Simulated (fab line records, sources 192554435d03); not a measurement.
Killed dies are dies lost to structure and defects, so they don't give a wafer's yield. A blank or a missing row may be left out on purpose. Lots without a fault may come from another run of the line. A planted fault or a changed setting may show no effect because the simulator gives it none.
Split-lot experiment | flow n5_finfet | 7 lots, 21 wafers read, on a route of 1938 steps

THE SPLIT
At N5_MOL_CONTACT_COAG_ETCH_67 (etches SOC in N2/H2, target depth 60 nm, overetch 21 nm, time 101.2 s), the setting source_w was moved away from the recipe's 840 W on 7 of the 21 wafers read, by -17.3% to +9.1%. The other wafers ran this setting at the recipe's value.

The reading is taken at the split's own step.

THE READING
rf_vpp_V, in V, at N5_MOL_CONTACT_COAG_ETCH_67 (etches SOC in N2/H2, target depth 60 nm, overetch 21 nm, time 101.2 s). Fault-free wafers of this fab line usually give 523.3 V, standard deviation 1.7 V.

wafer  | tool, chamber at the split | source_w as run, W | against the recipe | rf_vpp_V, V | against lot-mates on the recipe
L079.1 | rie_diel-04, 2             | 840                | recipe             | 522.1       | -
L079.2 | rie_diel-04, 0             | 840                | recipe             | 520.2       | -
L079.6 | rie_diel-04, 2             | 840                | recipe             | 523.0       | -
L084.1 | rie_diel-01, 2             | 840                | recipe             | 525.9       | -
L084.2 | rie_diel-01, 1             | 840                | recipe             | 523.6       | -
L084.5 | rie_diel-01, 2             | 840                | recipe             | 527.1       | -
L085.3 | rie_diel-04, 1             | 908.7              | +8.2%              | 510.9       | -11.9
L085.4 | rie_diel-04, 3             | 840                | recipe             | 523.1       | -
L085.6 | rie_diel-04, 3             | 840                | recipe             | 522.5       | -
L086.1 | rie_diel-04, 1             | 745.5              | -11.3%             | 545.6       | +21.0
L086.3 | rie_diel-04, 0             | 840                | recipe             | 523.7       | -
L086.6 | rie_diel-04, 1             | 840                | recipe             | 525.5       | -
L089.1 | rie_diel-01, 3             | 694.7              | -17.3%             | 557.6       | +30.9
L089.2 | rie_diel-01, 2             | 840                | recipe             | 526.7       | -
L089.4 | rie_diel-01, 1             | 694.7              | -17.3%             | 556.3       | +29.6
L090.1 | rie_diel-05, 0             | 916.5              | +9.1%              | 507.0       | -15.5
L090.4 | rie_diel-05, 3             | 840                | recipe             | 522.7       | -
L090.5 | rie_diel-05, 1             | 840                | recipe             | 522.3       | -
L094.1 | rie_diel-04, 2             | 726.5              | -13.5%             | 547.1       | +20.7
L094.3 | rie_diel-04, 1             | 840                | recipe             | 526.4       | -
L094.6 | rie_diel-04, 3             | 726.5              | -13.5%             | 548.2       | +21.8

THE FIT
A straight line over all 21 wafers: rf_vpp_V changes by -1.84 V for each +1% of source_w; r = -0.99; the points scatter about the line by 1.9 V.
The same after taking each lot's own level away (the mean of its wafers on the recipe; 21 wafers): -1.68 V for each +1%; r = -1.00; scatter 1.2 V.
On that fit, the largest move of source_w shifts the reading by 29 V.
The lots' own levels span 521.77 to 526.70 V, that is 2.9 times the standard deviation above.
So the lot-to-lot level changes the slope little: the two slopes agree.
Check: with one of the wafers moved furthest among these (-17.3%) left out of the fit, the line predicts +28.7 V for it against its lot-mates. It came out at +30.9 V against them.
Tool readings at the split's step, against how far the setting was moved: rf_vpp_V r = -0.99.

OTHER SPLITS ON THESE WAFERS
These wafers also went through other splits before the reading. Each is held against what the fit with the lots' levels taken away leaves over:
other split on the same wafers     | wafers away from the commonest value | r with rf_vpp_V (lot level and that fit taken away)
N5_WELL_APT_COAT_02 spin_rpm       | 2                                    | +0.31
N5_DUMMY_GATE_CVD_03 temp_c        | 12                                   | +0.12
N5_DUMMY_GATE_COAT_35 spin_rpm     | 7                                    | -0.14
N5_SD_EPI_P_ETCH_16 target_depth_a | 7                                    | -0.04
N5_SDB_ALD_29 ald_cycles           | 7                                    | -0.01
N5_SDB_CMP_30 platen_rpm           | 7                                    | +0.23
N5_HKMG_FIN_COAT_06 spin_rpm       | 6                                    | -0.10
N5_HKMG_FIN_PEB_10 peb_time_s      | 4                                    | -0.32
N5_HKMG_FIN_ETCH_86 target_depth_a | 6                                    | +0.06
N5_HKMG_FIN_ALD_71 temp_c          | 10                                   | +0.17

THE FILE'S OWN FIT
rf_vpp_V changes by -1.69 V for each +1% of source_w, r = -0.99.
